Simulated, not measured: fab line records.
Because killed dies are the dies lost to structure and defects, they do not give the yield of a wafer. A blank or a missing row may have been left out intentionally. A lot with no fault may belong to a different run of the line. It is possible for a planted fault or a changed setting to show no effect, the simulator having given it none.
Matching of chambers / flow n5Finfet / 4 sister chambers for N5_FIN_SAQP_SPACER1_ALD_24 on aldSin-03
The step deposits SiO2, target thk 20.3 nm, pulse time 1 s, purge time 2 s. 20 wafers are shown with their chamber, then 10 later ones without.

== WAFERS PAIRED WITH THEIR CHAMBERS ==
wafer=L076.1; chamber=3; heaterPowerW (W)=470; chamberPressureTorr (Torr)=2.000; precursorPulseHeightRel=1.003
wafer=L076.3; chamber=0; heaterPowerW (W)=500; chamberPressureTorr (Torr)=2.000; precursorPulseHeightRel=0.999
wafer=L076.4; chamber=2; heaterPowerW (W)=485; chamberPressureTorr (Torr)=2.000; precursorPulseHeightRel=0.984
wafer=L078.3; chamber=2; heaterPowerW (W)=507; chamberPressureTorr (Torr)=1.999; precursorPulseHeightRel=1.002
wafer=L078.4; chamber=3; heaterPowerW (W)=467; chamberPressureTorr (Torr)=2.004; precursorPulseHeightRel=0.979
wafer=L078.6; chamber=2; heaterPowerW (W)=501; chamberPressureTorr (Torr)=1.999; precursorPulseHeightRel=1.023
wafer=L079.2; chamber=2; heaterPowerW (W)=501; chamberPressureTorr (Torr)=1.995; precursorPulseHeightRel=1.010
wafer=L079.3; chamber=3; heaterPowerW (W)=468; chamberPressureTorr (Torr)=1.994; precursorPulseHeightRel=1.001
wafer=L079.4; chamber=1; heaterPowerW (W)=424; chamberPressureTorr (Torr)=1.997; precursorPulseHeightRel=1.017
wafer=L082.1; chamber=3; heaterPowerW (W)=475; chamberPressureTorr (Torr)=2.005; precursorPulseHeightRel=0.979
wafer=L082.4; chamber=1; heaterPowerW (W)=429; chamberPressureTorr (Torr)=1.995; precursorPulseHeightRel=0.972
wafer=L082.5; chamber=1; heaterPowerW (W)=431; chamberPressureTorr (Torr)=1.993; precursorPulseHeightRel=1.007
wafer=L083.2; chamber=1; heaterPowerW (W)=431; chamberPressureTorr (Torr)=2.003; precursorPulseHeightRel=0.990
wafer=L083.5; chamber=2; heaterPowerW (W)=502; chamberPressureTorr (Torr)=2.001; precursorPulseHeightRel=0.984
wafer=L083.6; chamber=3; heaterPowerW (W)=477; chamberPressureTorr (Torr)=1.998; precursorPulseHeightRel=1.000
wafer=L084.1; chamber=3; heaterPowerW (W)=464; chamberPressureTorr (Torr)=1.990; precursorPulseHeightRel=1.000
wafer=L084.4; chamber=0; heaterPowerW (W)=501; chamberPressureTorr (Torr)=2.001; precursorPulseHeightRel=1.010
wafer=L084.5; chamber=3; heaterPowerW (W)=480; chamberPressureTorr (Torr)=1.997; precursorPulseHeightRel=1.019
wafer=L085.1; chamber=0; heaterPowerW (W)=509; chamberPressureTorr (Torr)=2.009; precursorPulseHeightRel=0.989
wafer=L085.4; chamber=3; heaterPowerW (W)=475; chamberPressureTorr (Torr)=1.989; precursorPulseHeightRel=0.990

SIGNATURES (averages over the wafers above)
reading=heaterPowerW; chamber 0=503.33; chamber 1=428.75; chamber 2=499.20; chamber 3=472.00; scatter within a chamber=5.99
reading=chamberPressureTorr; chamber 0=2.00333; chamber 1=1.99700; chamber 2=1.99880; chamber 3=1.99713; scatter within a chamber=0.00481
reading=precursorPulseHeightRel; chamber 0=0.99933; chamber 1=0.99650; chamber 2=1.00060; chamber 3=0.99638; scatter within a chamber=0.0154
Rule: a wafer's distance from a chamber is the root of the sum, over the readings, of the square of ((its reading less the chamber's mean) divided by the reading's scatter). If the next closest chamber is less than 2 further off than the closest, the wafer can't be placed; otherwise it belongs to the closest. The scatter: take each reading less its chamber's mean, square it, sum over the shown wafers, divide by the number of wafers less the number of chambers, and take the root.

== WAFERS MISSING THEIR CHAMBER ==
wafer=L085.6; heaterPowerW (W)=428; chamberPressureTorr (Torr)=1.997; precursorPulseHeightRel=0.984
wafer=L087.3; heaterPowerW (W)=508; chamberPressureTorr (Torr)=2.004; precursorPulseHeightRel=1.005
wafer=L087.4; heaterPowerW (W)=425; chamberPressureTorr (Torr)=2.005; precursorPulseHeightRel=1.028
wafer=L087.6; heaterPowerW (W)=493; chamberPressureTorr (Torr)=2.008; precursorPulseHeightRel=1.014
wafer=L088.1; heaterPowerW (W)=497; chamberPressureTorr (Torr)=1.993; precursorPulseHeightRel=0.991
wafer=L088.2; heaterPowerW (W)=471; chamberPressureTorr (Torr)=1.999; precursorPulseHeightRel=1.007
wafer=L088.6; heaterPowerW (W)=432; chamberPressureTorr (Torr)=1.995; precursorPulseHeightRel=1.022
wafer=L089.1; heaterPowerW (W)=431; chamberPressureTorr (Torr)=2.005; precursorPulseHeightRel=1.015
wafer=L089.2; heaterPowerW (W)=502; chamberPressureTorr (Torr)=2.001; precursorPulseHeightRel=0.994
wafer=L089.4; heaterPowerW (W)=493; chamberPressureTorr (Torr)=2.007; precursorPulseHeightRel=1.017

== WHICH CHAMBER EACH ONE RAN IN ==
wafer=L085.6; from the rows above=1; in truth=1
wafer=L087.3; from the rows above=can't be placed: 0 or 2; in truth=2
wafer=L087.4; from the rows above=1; in truth=1
wafer=L087.6; from the rows above=can't be placed: 0 or 2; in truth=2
wafer=L088.1; from the rows above=can't be placed: 2 or 0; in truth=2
wafer=L088.2; from the rows above=3; in truth=3
wafer=L088.6; from the rows above=1; in truth=1
wafer=L089.1; from the rows above=1; in truth=1
wafer=L089.2; from the rows above=can't be placed: 0 or 2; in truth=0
wafer=L089.4; from the rows above=can't be placed: 0 or 2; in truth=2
Correctly placed: 5 of 10. Can't be placed from these rows: 5 (the true chamber is among the candidates in 5). Wrongly placed: 0.
